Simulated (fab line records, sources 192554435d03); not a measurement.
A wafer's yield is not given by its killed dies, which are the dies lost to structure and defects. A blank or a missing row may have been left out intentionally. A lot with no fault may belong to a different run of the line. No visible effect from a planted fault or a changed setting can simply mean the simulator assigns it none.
fab line records | flow n5-finfet | part 2 of 2: steps 5 to 6 of 6
[record] lots = 22 | wafers = 66 | last-day = 18
route steps=1938 shown BEOL_M2@859
lots that met no fault: from a run of the same line without faults
start-h: hours from the record's first day to the start of the lot's first wafer shown | wait-h: how many hours have passed since the lot's step before this one | " the same as in the row above | L1.1+2: one row covering several wafers at once | - no value, or no start was given | * or withheld: withheld | < > ~ a bound
route shown NAME@n: a module of which the file shows steps, and the number in the route of the first | usual: mean/standard deviation taken from wafers without a fault | same: alike in all rows | chamber/n: place in a boat | sites: per-site readings | _std_site: the values' standard deviation | _edge_site: the outer-site mean with the inner-site mean subtracted | radius-mm: how far each site lies from the wafer's centre | mask NAME#n: copy n | behind: the last tool/chamber to shape the wafer | hold: cause of the lot's hold/its duration in hours/its outcome | device: transistor that didn't switch, given as n, p or np | end of line: tests of these same wafers at the route's end | where a step has no rows: the recipe by itself | killed: not the wafer's yield, but the dies lost to structure and defects at the first sort | map: a wafer's dies, x killed, . not, _ none there
set.NAME: setting as actually run; set.NAME@STEP: the setting as run at that earlier step | model.NAME: the simulator's own value behind a step, which no gauge read
steps of the route over a sample of lots; a table a step, a row a wafer
services: from which hour (start-h, from the record's first day; less than 0 if before it) a tool's chamber was out of use, for how many hours, and why
[[steps]]
[step N5_BEOL_M2_ETCH_70]
[recipe] chemistry = N2/H2 | target = SOC | target-depth-a = 800 | overetch-a = 240 | mask-material = SiARC | temp-c = 40 | time-s = 130 | ion-energy-ev = 200 | pressure-mtorr = 30 | source-w = 840 | bias-w = 150 | n2-flow-sccm = 200 | h2-flow-sccm = 200
[usual] chamber-pressure-mTorr = 30.00/0.031 | drypump-motor-current-A = 5.7/0.6 | oes-product-au = 0.60/0.059 | rf-vpp-V = 522.5/2.4 | showerhead-plenum-p-Torr = 2.50/0.074 | throttle-valve-pct = 17.85/0.22
lot.wafer | tool        | chamber | start-h | wait-h | chamber-pressure-mTorr | drypump-motor-current-A | oes-product-au | rf-hours-counter-h | rf-vpp-V | showerhead-plenum-p-Torr | throttle-valve-pct
L074.2    | rie-diel-06 | 2       | 137.62  | 0.0    | 29.94                  | 5.4                     | 0.54           | 206                | 520.6    | 2.43                     | 18.14
L074.3    | "           | 0       | "       | "      | 29.97                  | 5.2                     | 0.63           | 45                 | 522.0    | 2.49                     | 17.84
L074.4    | "           | 2       | "       | "      | 30.03                  | 5.4                     | 0.53           | -                  | 520.0    | 2.43                     | 18.15
L075.1    | rie-diel-04 | 1       | 143.67  | 0.0    | 30.02                  | 6.2                     | 0.64           | 37                 | 522.6    | 2.49                     | 17.52
L075.3    | "           | 3       | "       | "      | 29.97                  | 5.7                     | 0.64           | 52                 | 522.6    | 2.46                     | 17.86
L075.5    | "           | 3       | "       | "      | 30.04                  | 5.7                     | 0.63           | -                  | 520.4    | 2.46                     | 17.88
L076.1    | rie-diel-06 | 2       | 153.46  | 0.0    | 30.00                  | 5.4                     | 0.54           | 214                | 519.9    | 2.42                     | 18.17
L076.2    | "           | 3       | "       | "      | 29.98                  | 6.7                     | 0.74           | 1                  | 523.4    | 2.49                     | 17.69
L076.5    | "           | 3       | "       | "      | 29.95                  | 6.7                     | 0.75           | -                  | 523.1    | 2.49                     | 17.69
L077.1    | rie-diel-04 | 2       | 158.66  | 0.0    | 29.98                  | 5.9                     | 0.52           | 220                | 523.4    | 2.52                     | 18.07
L077.2    | "           | 3       | "       | "      | 29.98                  | 5.7                     | 0.62           | 58                 | 522.4    | 2.46                     | 17.89
L077.3    | "           | 0       | "       | "      | 30.02                  | 5.5                     | 0.56           | 133                | 522.1    | 2.44                     | 17.84
L078.3    | rie-diel-06 | 1       | 162.97  | 0.0    | 29.98                  | 4.9                     | 0.60           | 89                 | 521.5    | 2.47                     | 17.86
L078.5    | "           | 2       | "       | "      | 30.03                  | 5.4                     | 0.53           | -                  | 521.0    | 2.42                     | 18.16
L078.6    | "           | 1       | "       | "      | 29.99                  | 4.8                     | 0.60           | -                  | 520.8    | 2.47                     | 17.85
L080.2    | rie-diel-03 | 2       | 174.79  | 0.0    | 29.99                  | 4.8                     | 0.66           | 30                 | 522.9    | 2.51                     | 17.52
L080.4    | "           | 3       | "       | "      | 29.98                  | 6.5                     | 0.66           | 19                 | 528.1    | 2.69                     | 17.40
L080.5    | "           | 1       | "       | "      | 29.98                  | 6.6                     | 0.51           | -                  | 520.4    | 2.42                     | 18.26
L079.1    | rie-diel-04 | 0       | 174.97  | 0.0    | 30.01                  | 5.5                     | 0.55           | 139                | 521.3    | 2.44                     | 17.84
L079.4    | "           | 1       | "       | "      | 29.98                  | 6.2                     | 0.63           | 50                 | 522.4    | 2.48                     | 17.57
L079.6    | "           | 2       | "       | "      | 29.97                  | 5.8                     | 0.51           | -                  | 521.5    | 2.51                     | 18.08
L081.1    | rie-diel-03 | 2       | 186.09  | 0.0    | 30.02                  | 4.8                     | 0.65           | 34                 | 521.2    | 2.51                     | 17.54
L081.2    | "           | 0       | "       | "      | 30.08                  | 5.0                     | 0.64           | 41                 | 527.0    | 2.59                     | 17.88
L081.3    | "           | 3       | "       | "      | 29.98                  | 6.5                     | 0.65           | 24                 | 528.7    | 2.69                     | 17.41
L083.2    | rie-diel-04 | 1       | 191.11  | 0.0    | 30.00                  | 6.1                     | 0.63           | 54                 | 520.7    | 2.48                     | 17.58
L083.5    | "           | 0       | "       | "      | 29.99                  | 5.5                     | 0.54           | -                  | 519.6    | 2.44                     | 17.83
L083.6    | "           | 1       | "       | "      | 29.99                  | 6.1                     | 0.62           | -                  | 523.2    | 2.48                     | 17.56
L082.1    | rie-diel-06 | 3       | 191.14  | 0.0    | 30.02                  | 6.7                     | 0.70           | 16                 | 523.6    | 2.49                     | 17.71
L082.3    | "           | 2       | "       | "      | 30.00                  | 5.4                     | 0.53           | 228                | 519.2    | 2.42                     | 18.18
L082.6    | "           | 1       | "       | "      | 29.98                  | 4.9                     | 0.60           | -                  | 522.2    | 2.47                     | 17.85
L084.3    | rie-diel-04 | 0       | 202.93  | 0.0    | 29.98                  | 5.5                     | 0.54           | 147                | 521.3    | 2.44                     | 17.85
L084.5    | "           | 2       | "       | "      | 30.01                  | 5.8                     | 0.50           | -                  | 521.9    | 2.51                     | 18.10
L084.6    | "           | 1       | "       | "      | 30.00                  | 6.1                     | 0.62           | -                  | 520.4    | 2.48                     | 17.58
L085.1    | rie-diel-03 | 2       | 205.98  | 0.0    | 29.98                  | 4.8                     | 0.64           | 41                 | 522.3    | 2.50                     | 17.55
L085.2    | "           | 3       | "       | "      | 29.95                  | 6.5                     | 0.65           | 31                 | 527.6    | 2.69                     | 17.43
L085.5    | "           | 0       | "       | "      | 29.94                  | 5.0                     | 0.64           | -                  | 525.9    | 2.58                     | 17.89
L086.1    | rie-diel-03 | 0       | 207.69  | 0.0    | 29.99                  | 5.0                     | 0.64           | 49                 | 525.5    | 2.58                     | 17.88
L086.3    | "           | 1       | "       | "      | 30.01                  | 6.6                     | 0.50           | 238                | 519.3    | 2.42                     | 18.28
L086.4    | "           | 2       | "       | "      | 30.02                  | 4.8                     | 0.65           | 42                 | 524.6    | 2.50                     | 17.55
L087.2    | rie-diel-03 | 2       | 210.61  | 0.0    | 30.01                  | 4.8                     | 0.64           | 43                 | 521.7    | 2.50                     | 17.56
L087.3    | "           | 1       | "       | "      | 30.03                  | 6.6                     | 0.50           | 239                | 520.0    | 2.42                     | 18.29
L087.4    | "           | 0       | "       | "      | 29.98                  | 5.0                     | 0.63           | 50                 | 525.3    | 2.58                     | 17.91
L089.2    | rie-diel-04 | 2       | 231.93  | 0.0    | 30.03                  | 5.8                     | 0.51           | 247                | 521.9    | 2.50                     | 18.11
L089.3    | "           | 3       | "       | "      | 30.00                  | 5.7                     | 0.60           | 84                 | 521.3    | 2.45                     | 17.92
L089.6    | "           | 0       | "       | "      | 29.97                  | 5.5                     | 0.54           | -                  | 520.0    | 2.44                     | 17.87
L090.1    | rie-diel-04 | 2       | 235.23  | 0.0    | 29.97                  | 5.8                     | 0.50           | 248                | 521.6    | 2.50                     | 18.11
L090.2    | "           | 3       | "       | "      | 30.02                  | 5.7                     | 0.60           | 85                 | 521.0    | 2.45                     | 17.94
L090.3    | "           | 1       | "       | "      | 30.03                  | 6.1                     | 0.61           | 70                 | 521.7    | 2.47                     | 17.60
L092.1    | rie-diel-06 | 3       | 260.08  | 0.0    | 30.05                  | 6.7                     | 0.66           | 36                 | 522.3    | 2.48                     | 17.77
L092.4    | "           | 1       | "       | "      | 30.03                  | 4.8                     | 0.58           | 119                | 521.6    | 2.46                     | 17.90
L092.6    | "           | 0       | "       | "      | 30.00                  | 5.2                     | 0.60           | -                  | 521.7    | 2.47                     | 17.93
L093.1    | rie-diel-06 | 1       | 263.70  | 0.0    | 30.04                  | 4.9                     | 0.58           | 121                | 522.9    | 2.46                     | 17.89
L093.3    | "           | 0       | "       | "      | 29.96                  | 5.2                     | 0.60           | 89                 | 521.4    | 2.47                     | 17.92
L093.5    | "           | 3       | "       | "      | 29.97                  | 6.7                     | 0.66           | -                  | 524.5    | 2.48                     | 17.74
L094.1    | rie-diel-03 | 0       | 268.24  | 0.0    | 29.95                  | 5.0                     | 0.61           | 73                 | 524.3    | 2.57                     | 17.91
L094.2    | "           | 3       | "       | "      | 30.05                  | 6.5                     | 0.62           | 56                 | 527.7    | 2.68                     | 17.48
L094.5    | "           | 3       | "       | "      | 29.95                  | 6.5                     | 0.62           | -                  | 529.6    | 2.68                     | 17.45
L095.2    | rie-diel-04 | 3       | 271.59  | 0.0    | 29.96                  | 5.7                     | 0.59           | 101                | 520.8    | 2.44                     | 17.97
L095.3    | "           | 2       | "       | "      | 30.00                  | 5.9                     | 0.71           | 1                  | 522.8    | 2.50                     | 17.67
L095.5    | "           | 3       | "       | "      | 30.17                  | 5.6                     | 0.59           | -                  | 522.9    | 2.44                     | 17.96
L096.2    | rie-diel-03 | 3       | 271.72  | 0.0    | 29.99                  | 6.5                     | 0.62           | 56                 | 528.2    | 2.68                     | 17.48
L096.4    | "           | 2       | "       | "      | 30.06                  | 4.8                     | 0.63           | 66                 | 521.5    | 2.49                     | 17.60
L096.6    | "           | 1       | "       | "      | 30.03                  | 6.6                     | 0.74           | -                  | 529.7    | 2.73                     | 17.88
L097.2    | rie-diel-04 | 0       | 277.09  | 0.0    | 30.02                  | 5.5                     | 0.54           | 172                | 521.0    | 2.43                     | 17.89
L097.3    | "           | 1       | "       | "      | 29.99                  | 6.1                     | 0.59           | 87                 | 521.9    | 2.47                     | 17.62
L097.6    | "           | 2       | "       | "      | 29.99                  | 5.8                     | 0.70           | -                  | 524.1    | 2.50                     | 17.68
[step N5_BEOL_M2_SPUTTER_79]
[recipe] material = Cu | target-thk-a = 45 | temp-c = -20 | chamber-pressure-pa = 0.07 | power-w = withheld | time-s = 8.29
[usual] throttle-valve-pct = 30.2/0.65
lot.wafer | tool           | chamber | start-h | wait-h | throttle-valve-pct
L074.2    | pvd-sputter-01 | -       | 139.42  | 0.1    | 30.5
L074.3    | "              | -       | "       | "      | 30.1
L074.4    | "              | -       | "       | "      | 29.8
L075.1    | pvd-sputter-03 | -       | 146.16  | 0.1    | 31.5
L075.3    | "              | -       | "       | "      | 29.7
L075.5    | "              | -       | "       | "      | 30.3
L076.1    | pvd-sputter-01 | -       | 155.46  | 0.1    | 29.8
L076.2    | "              | -       | "       | "      | 29.6
L076.5    | "              | -       | "       | "      | 29.7
L077.1    | pvd-sputter-01 | -       | 160.30  | 0.1    | 29.7
L077.2    | "              | -       | "       | "      | 30.2
L077.3    | "              | -       | "       | "      | 29.8
L078.3    | pvd-sputter-02 | -       | 165.30  | 0.1    | 31.5
L078.5    | "              | -       | "       | "      | 29.9
L078.6    | "              | -       | "       | "      | 30.1
L079.1    | pvd-sputter-01 | -       | 177.05  | 0.1    | 30.2
L079.4    | "              | -       | "       | "      | 30.2
L079.6    | "              | -       | "       | "      | 30.2
L080.2    | pvd-sputter-03 | -       | 177.12  | 0.1    | 29.5
L080.4    | "              | -       | "       | "      | 31.6
L080.5    | "              | -       | "       | "      | 29.3
L081.1    | pvd-sputter-03 | -       | 188.12  | 0.1    | 30.3
L081.2    | "              | -       | "       | "      | 29.6
L081.3    | "              | -       | "       | "      | 31.4
L083.2    | pvd-sputter-03 | -       | 193.00  | 0.1    | 29.4
L083.5    | "              | -       | "       | "      | 29.6
L083.6    | "              | -       | "       | "      | 29.7
L082.1    | pvd-sputter-02 | -       | 193.14  | 0.1    | 29.9
L082.3    | "              | -       | "       | "      | 30.4
L082.6    | "              | -       | "       | "      | 30.3
L084.3    | pvd-sputter-02 | -       | 205.06  | 0.1    | 31.6
L084.5    | "              | -       | "       | "      | 31.4
L084.6    | "              | -       | "       | "      | 29.9
L085.1    | pvd-sputter-03 | -       | 208.11  | 0.1    | 30.3
L085.2    | "              | -       | "       | "      | 29.4
L085.5    | "              | -       | "       | "      | 30.2
L086.1    | pvd-sputter-01 | -       | 209.65  | 0.1    | 30.2
L086.3    | "              | -       | "       | "      | 29.7
L086.4    | "              | -       | "       | "      | 30.0
L087.2    | pvd-sputter-01 | -       | 212.89  | 0.1    | 29.5
L087.3    | "              | -       | "       | "      | 30.6
L087.4    | "              | -       | "       | "      | 29.6
L089.2    | pvd-sputter-03 | -       | 233.70  | 0.1    | 30.2
L089.3    | "              | -       | "       | "      | 31.6
L089.6    | "              | -       | "       | "      | 29.6
L090.1    | pvd-sputter-03 | -       | 237.60  | 0.1    | 31.6
L090.2    | "              | -       | "       | "      | 30.2
L090.3    | "              | -       | "       | "      | 29.4
L092.1    | pvd-sputter-02 | -       | 262.02  | 0.1    | 30.0
L092.4    | "              | -       | "       | "      | 30.3
L092.6    | "              | -       | "       | "      | 30.5
L093.1    | pvd-sputter-03 | -       | 267.08  | 0.1    | 29.4
L093.3    | "              | -       | "       | "      | 32.0
L093.5    | "              | -       | "       | "      | 31.7
L094.1    | pvd-sputter-03 | -       | 270.60  | 0.1    | 30.1
L094.2    | "              | -       | "       | "      | 29.5
L094.5    | "              | -       | "       | "      | 29.8
L095.2    | pvd-sputter-01 | -       | 273.21  | 0.1    | 29.8
L095.3    | "              | -       | "       | "      | 30.2
L095.5    | "              | -       | "       | "      | 30.3
L096.2    | pvd-sputter-02 | -       | 273.27  | 0.1    | 30.1
L096.4    | "              | -       | "       | "      | 30.5
L096.6    | "              | -       | "       | "      | 31.3
L097.2    | pvd-sputter-02 | -       | 279.33  | 0.1    | 31.6
L097.3    | "              | -       | "       | "      | 30.4
L097.6    | "              | -       | "       | "      | 30.2
[[services]]
tool           | chamber | start-h | hours | kind
rie-diel-04    | 1       | 120.81  | 9.9   | repair
rie-diel-06    | 3       | 135.20  | -     | clean
rie-diel-06    | 3       | 135.20  | -     | consumable-replace:focus-ring
rie-diel-06    | 3       | 135.20  | 16.4  | scheduled-down
rie-diel-06    | 3       | 135.20  | 16.4  | vent-cycle
rie-diel-04    | 0       | 148.13  | 8.1   | repair
pvd-sputter-03 | -       | 149.66  | 0.9   | repair
ald-sin-01     | -       | 176.75  | 14.0  | pm
ald-sin-01     | 2       | 194.30  | 4.3   | repair
ald-sin-03     | 2       | 204.26  | 4.2   | repair
rie-diel-04    | 2       | 239.29  | -     | clean
rie-diel-04    | 2       | 239.29  | -     | consumable-replace:focus-ring
rie-diel-04    | 2       | 239.29  | 25.0  | scheduled-down
rie-diel-04    | 2       | 239.29  | 25.0  | vent-cycle
rie-diel-03    | 1       | 241.09  | -     | clean
rie-diel-03    | 1       | 241.09  | -     | consumable-replace:focus-ring
rie-diel-03    | 1       | 241.09  | -     | consumable-replace:showerhead
rie-diel-06    | 2       | 243.08  | 8.3   | repair
ald-sin-04     | -       | 250.61  | 6.1   | pm
ald-sin-01     | 0       | 250.92  | 7.7   | repair
pvd-sputter-01 | -       | 265.37  | 5.6   | repair
rie-diel-06    | 2       | 268.31  | -     | clean
rie-diel-06    | 2       | 268.31  | -     | consumable-replace:focus-ring
rie-diel-06    | 2       | 268.31  | -     | consumable-replace:showerhead
